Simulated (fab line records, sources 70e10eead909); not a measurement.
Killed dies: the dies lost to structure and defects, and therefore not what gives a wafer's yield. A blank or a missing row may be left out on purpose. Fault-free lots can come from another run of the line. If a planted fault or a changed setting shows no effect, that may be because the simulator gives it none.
fab line records	flow nandHarc
record lots=13	wafers=39	lastDay=24
route steps=1159 shown A_SLIT@800 A_WL_FILL@815 END@1159
lots that met no fault: from a run of the same line without faults
startH: hours from the record's opening day to when the first of the lot's shown wafers began	waitH: hours since the lot's step before	" as in the row above	L1.1+2: a single row standing in for several wafers	- either no value or no given start	* or withheld: withheld	< > ~ a bound
route shown NAME@n: names a module that has steps shown in the file, with the first one's number in the route	usual: average and standard deviation across the fault-free wafers	same: alike in all rows	chamber/n: place in a boat	sites: each site's reading	_std_site: standard deviation of those values	_edge_site: mean of outer sites minus mean of inner sites	radiusMm: for every site, how far away it sits from the centre of the wafer	mask NAME#n: copy n	behind: tool/chamber where the wafer was last shaped	hold: why the lot went on hold/how many hours it stayed there/how the hold came to an end	device: transistor that didn't switch, given as n, p or np	end of line: the same wafers' tests at the end of the route	step lacking rows: just its recipe	killed: at the first sort, the dies lost to defects and structure; wafer yield is something else	map: dies across one wafer; x = killed, . = not, _ = none there
set.NAME: the setting as run; set.NAME@STEP: as run at that earlier step	model.NAME: the simulator's own value behind a step, which no gauge read
a sample of lots followed through the steps of the route, with each step as a table and each wafer as a row
services: the hour from which a tool's chamber was out of use, counted from the record's first day as startH (under 0 if before that day), plus the number of hours and why
## steps
# step NHARC_A_SLIT_STRIP_18
# recipe o2FlowSccm=500	arFlowSccm=0	biasW=0	chemistry=O2
# usual drypumpMotorCurrentA=5.8/0.59	oesProductAu=0.998/0.017	rfVppV=57.9/0.9	showerheadPlenumPTorr=3.57/0.14	throttleValvePct=17.038/0.0094
lot.wafer	tool	chamber	startH	waitH	drypumpMotorCurrentA	oesProductAu	rfHoursCounterH	rfVppV	showerheadPlenumPTorr	throttleValvePct
L945.2	rieDiel-10	2	-	-	5.3	0.986	10	55.5	3.38	17.031
L945.4	"	1	"	"	5.8	0.984	9	57.3	3.42	17.029
L945.6	"	2	"	"	5.3	0.978	-	56.9	3.38	17.051
L946.3	rieDiel-11	1	-	-	5.8	1.018	8	58.0	3.65	17.033
L946.1	"	2	"	"	6.5	1.005	8	57.9	3.58	17.040
L946.6	"	1	"	"	5.8	1.010	-	58.1	3.65	17.035
L948.4	rieDiel-11	1	-	-	5.8	1.002	9	55.8	3.65	17.034
L948.2	"	2	"	"	6.5	0.996	9	56.4	3.58	17.036
L948.5	"	0	"	"	4.9	0.993	-	57.7	3.73	17.035
L950.1	rieDiel-10	3	-	-	5.0	1.006	13	58.6	3.76	17.022
L950.4	"	0	"	"	5.8	1.005	13	58.1	3.41	17.064
L950.6	"	1	"	"	5.7	0.988	-	56.4	3.42	17.034
L951.2	rieDiel-03	2	-	-	5.3	1.022	9	58.0	3.61	17.053
L951.1	"	0	"	"	5.6	1.018	12	56.7	3.78	17.033
L951.4	"	2	"	"	5.3	1.014	-	57.3	3.61	17.037
L958.1	rieDiel-11	2	-	-	6.5	1.016	2	59.3	3.58	17.035
L958.6	"	3	"	"	6.6	0.966	-	57.5	3.62	17.032
L958.5	"	0	"	"	4.9	1.005	-	58.5	3.73	17.039
L956.3	rieDiel-11	3	-	-	6.6	0.971	2	57.0	3.62	17.044
L956.2	"	0	"	"	4.9	1.000	3	57.5	3.73	17.041
L956.5	"	2	"	"	6.5	1.018	-	58.7	3.58	17.034
L959.1	rieDiel-10	2	-	-	5.3	0.990	6	57.6	3.38	17.030
L959.3	"	3	"	"	5.0	0.993	3	58.7	3.76	17.040
L959.6	"	0	"	"	5.8	0.988	-	57.3	3.41	17.028
L962.4	rieDiel-11	0	-	-	4.9	1.002	3	57.8	3.73	17.041
L962.2	"	1	"	"	5.8	1.011	4	58.0	3.65	17.042
L962.6	"	3	"	"	6.6	0.975	-	58.7	3.61	17.038
L961.2	rieDiel-10	3	-	-	5.0	0.996	4	58.4	3.76	17.032
L961.4	"	0	"	"	5.8	1.002	7	57.6	3.41	17.037
L961.5	"	1	"	"	5.7	0.954	-	57.4	3.41	17.035
L965.2	rieDiel-03	0	-	-	5.6	1.003	4	56.8	3.78	17.033
L965.6	"	0	"	"	5.6	1.004	-	59.7	3.78	17.046
L965.5	"	1	"	"	6.1	1.013	-	57.5	3.36	17.053
L967.1	rieDiel-10	0	-	-	5.8	0.997	9	56.9	3.41	17.023
L967.4	"	1	"	"	5.7	0.961	9	56.8	3.41	17.042
L967.5	"	2	"	"	5.3	0.988	-	58.2	3.38	17.043
L968.3	rieDiel-03	2	-	-	5.3	1.016	5	57.2	3.61	17.052
L968.6	"	0	"	"	5.6	1.001	-	60.1	3.78	17.026
L968.4	"	2	"	"	5.3	1.010	-	57.0	3.61	17.040
# step NHARC_A_SLIT_CD_MEAS_21
# usual cdNm=289.6/1.3
lot.wafer	tool	chamber	startH	waitH	cdNm
L945.2	cdSem-01	-	307.49	-	291.3
L945.4	"	-	"	"	289.6
L945.6	"	-	"	"	290.9
L946.1	cdSem-03	-	332.82	-	287.9
L946.3	"	-	"	"	288.1
L946.6	"	-	"	"	291.0
L948.2	cdSem-02	-	342.14	-	289.1
L948.4	"	-	"	"	289.5
L948.5	"	-	"	"	290.0
L950.1	cdSem-02	-	342.61	-	290.9
L950.4	"	-	"	"	288.5
L950.6	"	-	"	"	288.8
L951.1	cdSem-01	-	363.09	-	288.7
L951.2	"	-	"	"	289.1
L951.4	"	-	"	"	290.0
L958.1	cdSem-01	-	391.06	-	288.4
L958.5	"	-	"	"	288.7
L958.6	"	-	"	"	289.2
L956.2	cdSem-03	-	404.67	-	292.7
L956.3	"	-	"	"	289.1
L956.5	"	-	"	"	288.3
L959.1	cdSem-03	-	409.74	-	290.6
L959.3	"	-	"	"	289.7
L959.6	"	-	"	"	290.6
L962.2	cdSem-01	-	416.54	-	288.2
L962.4	"	-	"	"	288.9
L962.6	"	-	"	"	288.7
L961.2	cdSem-03	-	423.59	-	289.8
L961.4	"	-	"	"	291.7
L961.5	"	-	"	"	291.0
L965.2	cdSem-02	-	447.07	-	290.8
L965.5	"	-	"	"	289.0
L965.6	"	-	"	"	290.4
L967.1	cdSem-03	-	454.64	-	288.8
L967.4	"	-	"	"	287.3
L967.5	"	-	"	"	288.7
L968.3	cdSem-02	-	461.10	-	288.7
L968.4	"	-	"	"	288.2
L968.6	"	-	"	"	289.6
# step NHARC_A_WL_FILL_ETCHBACK_05
# recipe targetDepthA=220	timeS=60	tempC=40	chemistry=Cl2/BCl3
# usual drypumpMotorCurrentA=5.4/0.41	heBacksideLeakSccm=3.3/0.32	oesProductAu=0.999/0.012	runLengthS=80.9/0.36
lot.wafer	tool	chamber	startH	waitH	drypumpMotorCurrentA	heBacksideLeakSccm	oesProductAu	rfHoursCounterH	runLengthS
L945.2	rieMetal-01	1	330.40	0.2	5.1	3.6	0.979	4.8	81.3
L945.4	"	1	"	"	5.1	3.6	0.989	-	80.6
L945.6	"	1	"	"	5.2	3.6	0.996	-	80.3
L946.1	rieMetal-01	0	345.21	0.2	5.8	3.1	1.005	0.1	81.1
L946.3	"	0	"	"	5.7	3.3	1.001	-	80.6
L946.6	"	1	"	"	5.2	3.6	1.008	-	81.0
L950.1	rieMetal-02	0	354.37	0.2	5.1	3.2	1.003	2.5	80.6
L950.4	"	1	"	"	5.3	4.0	1.008	-	81.5
L950.6	"	1	"	"	5.3	3.7	1.013	-	81.7
L948.2	rieMetal-01	1	354.39	0.2	5.1	3.5	0.996	0.4	80.6
L948.4	"	1	"	"	5.1	3.7	1.001	-	80.5
L948.5	"	1	"	"	5.1	3.5	1.001	-	80.5
L951.2	rieMetal-03	1	375.11	0.2	6.0	3.3	0.989	2.5	80.8
L951.1	"	0	"	"	4.7	3.0	1.002	2.5	81.1
L951.4	"	1	"	"	6.0	3.2	0.996	-	81.1
L958.1	rieMetal-01	0	404.51	0.2	5.8	3.0	0.986	1.7	80.9
L958.5	"	1	"	"	5.2	5.1	0.983	-	57.4
L958.6	"	0	"	"	5.8	3.0	0.982	-	57.3
L956.2	rieMetal-01	1	419.39	0.2	5.1	3.6	0.998	2.3	80.4
L956.3	"	1	"	"	5.2	3.4	1.007	-	57.1
L956.5	"	0	"	"	5.8	3.1	1.002	-	57.2
L959.1	rieMetal-02	1	423.63	0.2	5.3	3.8	1.018	0.8	81.6
L959.3	"	0	"	"	5.1	3.3	0.987	-	81.1
L959.6	"	0	"	"	5.1	3.3	0.986	-	80.8
L962.2	rieMetal-03	1	431.31	0.2	6.0	3.3	0.981	4.7	81.2
L962.4	"	0	"	"	4.7	3.1	0.987	-	80.8
L962.6	"	1	"	"	6.0	3.3	0.984	-	81.4
L961.2	rieMetal-02	0	435.89	0.2	5.1	3.3	1.007	1.1	81.0
L961.4	"	1	"	"	5.3	3.8	1.017	-	81.6
L961.5	"	1	"	"	5.3	3.8	1.022	-	81.5
L965.2	rieMetal-02	1	460.66	0.2	5.3	3.7	1.012	1.6	81.3
L965.5	"	1	"	"	5.3	4.2	1.031	-	81.4
L965.6	"	0	"	"	5.1	3.2	0.986	-	80.9
L967.1	rieMetal-03	0	467.56	0.2	4.7	3.0	0.989	0.4	81.6
L967.4	"	0	"	"	4.7	3.1	0.997	-	80.9
L967.5	"	0	"	"	4.7	3.1	0.994	-	80.9
L968.4	rieMetal-01	1	474.95	0.1	5.2	3.4	1.002	-	80.4
L968.3	"	0	"	"	5.8	3.2	1.005	-	80.7
L968.6	"	0	"	"	5.8	3.2	0.999	-	81.0
# step NHARC_A_WL_FILL_ALD_10
# recipe targetThkA=500	pulseTimeS=10	aldCycles=500	tempC=300	material=SiO2
# usual heaterPowerW=463/30	precursorPulseHeightRel=0.997/0.02
lot.wafer	tool	chamber	startH	waitH	heaterPowerW	precursorPulseHeightRel
L945.2	aldHk-04	1	340.30	0.1	432	0.991
L945.4	"	2	"	"	498	0.983
L945.6	"	1	342.35	2.1	432	1.000
L946.1	aldHk-01	0	350.85	0.1	511	0.986
L946.3	"	3	352.40	1.6	476	0.981
L946.6	"	0	"	"	519	0.985
L950.4	aldHk-04	0	362.88	0.1	427	1.002
L950.1	"	3	364.45	1.6	448	0.998
L950.6	"	0	"	"	438	0.973
L948.2	aldHk-03	1	363.08	0.3	432	0.972
L948.4	"	2	"	"	517	0.994
L948.5	"	2	365.65	2.8	528	0.965
L951.1	aldHk-01	2	383.70	0.6	468	1.019
L951.2	"	3	"	"	476	0.977
L951.4	"	0	"	"	510	1.013
L958.1	aldHk-04	2	412.24	1.6	501	1.012
L958.6	"	3	"	"	452	0.985
L958.5	"	0	"	"	419	1.004
L956.3	aldHk-01	2	424.73	0.1	466	1.013
L956.2	"	0	426.80	2.1	491	0.998
L956.5	"	2	428.88	4.2	470	0.949
L959.1	aldHk-03	0	429.50	0.6	462	0.994
L959.3	"	1	"	"	440	0.972
L959.6	"	0	431.56	2.6	472	1.000
L962.2	aldHk-03	3	436.77	0.1	478	0.996
L962.4	"	0	"	"	468	1.002
L962.6	"	0	439.34	2.6	457	0.984
L961.4	aldHk-03	0	441.52	0.0	466	1.023
L961.2	"	3	443.04	1.6	475	0.971
L961.5	"	1	444.05	2.6	435	1.018
L965.2	aldHk-01	0	468.19	1.1	488	0.992
L965.5	"	2	469.22	2.1	459	1.020
L965.6	"	3	"	"	501	0.974
L967.1	aldHk-03	0	472.91	0.1	456	0.984
L967.4	"	3	474.47	1.6	474	1.018
L967.5	"	0	"	"	464	0.997
L968.3	aldHk-04	2	480.79	0.6	487	1.010
L968.4	"	0	481.82	1.6	407	0.992
L968.6	"	1	"	"	442	1.005
# step NHARC_END_SORT_01
# recipe tempC=25
# usual killedAtArray=25/7.8	killedAtOther=0.6/0.81	killedAtPeriphery=3.3/2.2	killedDies=29/8.2	killedOpen=3.5/1.9	killedShort=1.8/1.3
# same grossDies=677
lot.wafer	tool	chamber	startH	waitH	killedAtArray	killedAtOther	killedAtPeriphery	killedDies	killedOpen	killedShort
L951.1	prober-01	0	478.92	2.5	32	0	3	35	3	0
L951.2	prober-01	0	479.72	2.8	21	0	4	25	3	4
L951.4	prober-01	0	481.33	3.4	36	0	6	42	8	4
L959.1	prober-01	0	531.28	2.5	14	3	1	18	4	0
L959.3	prober-01	0	532.86	3.1	18	0	2	20	1	2
L959.6	prober-01	0	535.23	4.0	14	2	3	19	3	2
L956.2	prober-02	0	532.05	2.8	38	3	3	44	3	1
L956.3	prober-02	0	532.84	3.1	45	0	1	46	4	5
L956.5	prober-02	0	534.44	3.7	36	3	2	41	2	1
L961.2	prober-01	0	547.71	2.8	29	1	3	33	6	0
L961.4	prober-01	0	549.32	3.4	27	1	4	32	5	4
L961.5	prober-01	0	550.13	3.7	40	1	1	42	1	0
L967.1	prober-02	0	574.51	2.5	31	0	2	33	4	1
L967.4	prober-02	0	576.93	3.4	40	1	1	42	1	3
L967.5	prober-02	0	577.74	3.7	40	0	5	45	8	1
# killed by level:class
L951.1 A_SLIT:chamberFilmFlake=14 A_CHANNEL_HOLE_D1:chamberFilmFlake=10 A_ZERO_WELL:chamberFilmFlake=3 A_CONTACT:chamberFilmFlake=3 P_ZERO_WELL:chamberFilmFlake=2 P_GATE:geometricParticle:open=1 A_CHANNEL_HOLE_D1:geometricParticle:open=1 A_CONTACT:geometricParticle:open=1
L951.2 A_SLIT:chamberFilmFlake=8 A_CHANNEL_HOLE_D1:chamberFilmFlake=6 P_CONTACT:geometricParticle:open=1 P_M2:geometricParticle:open=1 A_SOURCE_PLATE:geometricParticle:short=1 A_ONON_D1:geometricParticle:short=1 A_CHANNEL_FILL_D1:geometricParticle:short=1 A_CHANNEL_FILL_D1:geometricParticle:open=1
L951.4 A_CHANNEL_HOLE_D1:chamberFilmFlake=15 A_SLIT:chamberFilmFlake=7 P_M0:geometricParticle:open=2 A_ONON_D1:geometricParticle:short=2 A_CHANNEL_FILL_D1:geometricParticle:short=2 A_BLC:geometricParticle:open=2 A_ZERO_WELL:chamberFilmFlake=2 A_STAIRCASE:chamberFilmFlake=2
L959.1 A_CONTACT:chamberFilmFlake=5 A_CHANNEL_HOLE_D1:chamberFilmFlake=4 THIN_TSV:chamberFilmFlake=3 A_BLC:geometricParticle:open=2 A_WL_FILL:geometricParticle:open=1 A_CONTACT:geometricParticle:open=1 P_GATE:chamberFilmFlake=1 A_STAIRCASE:chamberFilmFlake=1
L956.2 A_CHANNEL_HOLE_D1:chamberFilmFlake=14 A_SLIT:chamberFilmFlake=10 A_CONTACT:chamberFilmFlake=9 A_CHANNEL_FILL_D1:chamberFilmFlake=3 THIN_TSV:chamberFilmFlake=3 P_GATE:geometricParticle:open=1 P_CONTACT:geometricParticle:open=1 A_WL_FILL:geometricParticle:short=1
L956.3 A_SLIT:chamberFilmFlake=14 A_CHANNEL_HOLE_D1:chamberFilmFlake=14 A_CONTACT:chamberFilmFlake=6 A_CHANNEL_FILL_D1:chamberFilmFlake=3 A_CHANNEL_FILL_D1:geometricParticle:short=2 A_WL_FILL:geometricParticle:short=2 P_M0:geometricParticle:open=1 A_SOURCE_PLATE:geometricParticle:short=1
L959.3 A_CHANNEL_HOLE_D1:chamberFilmFlake=8 A_CONTACT:chamberFilmFlake=7 P_GATE:geometricParticle:short=1 P_M1:geometricParticle:open=1 A_M1:geometricParticle:short=1 A_ZERO_WELL:chamberFilmFlake=1 A_SLIT:chamberFilmFlake=1
L956.5 A_CHANNEL_HOLE_D1:chamberFilmFlake=19 A_SLIT:chamberFilmFlake=10 A_CONTACT:chamberFilmFlake=4 THIN_TSV:chamberFilmFlake=2 P_M1:geometricParticle:open=1 A_CONTACT:geometricParticle:open=1 STARTING-WAFER:geometricParticle:short=1 P_M1:chamberFilmFlake=1
L959.6 A_CHANNEL_HOLE_D1:chamberFilmFlake=6 A_CONTACT:chamberFilmFlake=4 THIN_TSV:chamberFilmFlake=2 P_M0:geometricParticle:open=1 P_M0:geometricParticle:short=1 A_SGD_CUT:geometricParticle:open=1 A_WL_FILL:geometricParticle:short=1 A_CONTACT:geometricParticle:open=1
L961.2 A_SLIT:chamberFilmFlake=14 A_CHANNEL_HOLE_D1:chamberFilmFlake=6 A_CONTACT:geometricParticle:open=3 P_ZERO_WELL:chamberFilmFlake=3 A_CHANNEL_FILL_D1:geometricParticle:open=2 A_WL_FILL:geometricParticle:open=1 A_WL_FILL:chamberFilmFlake=1 A_CONTACT:chamberFilmFlake=1
L961.4 A_SLIT:chamberFilmFlake=11 A_CHANNEL_HOLE_D1:chamberFilmFlake=5 A_CONTACT:geometricParticle:open=2 A_CONTACT:chamberFilmFlake=2 A_M0:chamberFilmFlake=2 P_CONTACT:geometricParticle:short=1 P_CONTACT:geometricParticle:open=1 P_M0:geometricParticle:open=1
L961.5 A_SLIT:chamberFilmFlake=17 A_CONTACT:chamberFilmFlake=9 A_CHANNEL_HOLE_D1:chamberFilmFlake=8 A_CHANNEL_FILL_D1:chamberFilmFlake=2 A_STAIRCASE:chamberFilmFlake=2 A_CONTACT:geometricParticle:open=1 P_GATE:chamberFilmFlake=1 A_WL_FILL:chamberFilmFlake=1
L967.1 A_SLIT:chamberFilmFlake=14 A_CHANNEL_HOLE_D1:chamberFilmFlake=4 A_STAIRCASE:chamberFilmFlake=4 A_CONTACT:chamberFilmFlake=4 A_CONTACT:geometricParticle:open=2 P_CONTACT:geometricParticle:open=1 A_SOURCE_PLATE:geometricParticle:open=1 A_CHANNEL_FILL_D1:geometricParticle:short=1
L967.4 A_SLIT:chamberFilmFlake=16 A_CHANNEL_HOLE_D1:chamberFilmFlake=10 A_CONTACT:chamberFilmFlake=9 P_CONTACT:geometricParticle:open=1 A_ONON_D1:geometricParticle:short=1 A_WL_FILL:geometricParticle:short=1 A_M0:geometricParticle:short=1 A_ZERO_WELL:chamberFilmFlake=1
L967.5 A_SLIT:chamberFilmFlake=19 A_CHANNEL_HOLE_D1:chamberFilmFlake=10 P_GATE:geometricParticle:open=2 P_M0:geometricParticle:open=2 A_CONTACT:geometricParticle:open=2 A_STAIRCASE:chamberFilmFlake=2 A_CONTACT:chamberFilmFlake=2 A_CHANNEL_FILL_D1:geometricParticle:short=1
## services
tool	chamber	startH	hours	kind
rieMetal-02	0	287.17	19.0	repair
aldHk-01	-	301.37	1.0	repair
rieDiel-10	-	323.20	0.2	repair
aldHk-03	-	324.83	10.0	pm
rieDiel-11	3	329.00	7.6	repair
rieMetal-01	-	332.00	9.0	pm
rieDiel-10	1	332.56	3.4	repair
rieDiel-10	2	344.89	1.2	repair
rieDiel-10	-	353.50	9.0	pm
rieDiel-11	0	357.86	8.5	repair
rieDiel-11	-	366.50	9.0	pm
aldHk-04	-	367.11	10.0	pm
rieDiel-10	3	385.27	18.8	repair
rieMetal-02	-	388.12	9.0	pm
rieDiel-11	1	390.79	6.4	repair
rieDiel-11	2	407.00	4.8	repair
rieDiel-11	3	409.89	3.7	repair
rieDiel-11	-	414.90	0.6	repair
rieDiel-10	-	419.87	0.7	repair
rieDiel-11	3	422.95	3.8	repair
rieDiel-11	-	433.26	0.3	repair
rieDiel-11	0	436.57	1.8	repair
rieDiel-11	0	448.48	8.8	repair
rieDiel-10	2	458.84	5.7	repair
## key
firstSign step=NHARC_A_WL_FILL_ETCHBACK_05	reading=runLengthS	direction=down	sigmas=66	usual=*	struck=*
effect none on later readings
metAt NHARC_A_WL_FILL_ETCHBACK_05
struckLots L956,L958
struckWafers L956.3,L956.5,L958.5,L958.6
testerLeftOut L956,L958
notActingAt NHARC_A_SLIT_STRIP_18,NHARC_A_SLIT_CD_MEAS_21,NHARC_A_WL_FILL_ALD_10
onsetBetween 354.39 404.51
fault kind=processParameterDrift	tool=rieMetal-01	chamber=-	onsetH=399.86	steps=NHARC_A_WL_FILL_ETCHBACK_05	channel=timeS	offset=*	shape=step	endH=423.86	scope=struckWafersOnly	actsIn=*	stated=*
# testerLeftOut: of these lots the tester's yield and bins aren't shown, on N5 and GAA mostly nor the transistor test; their killed dies are dies lost to structure and defects alone, not to doping, threshold or leakage, so they don't give the yield
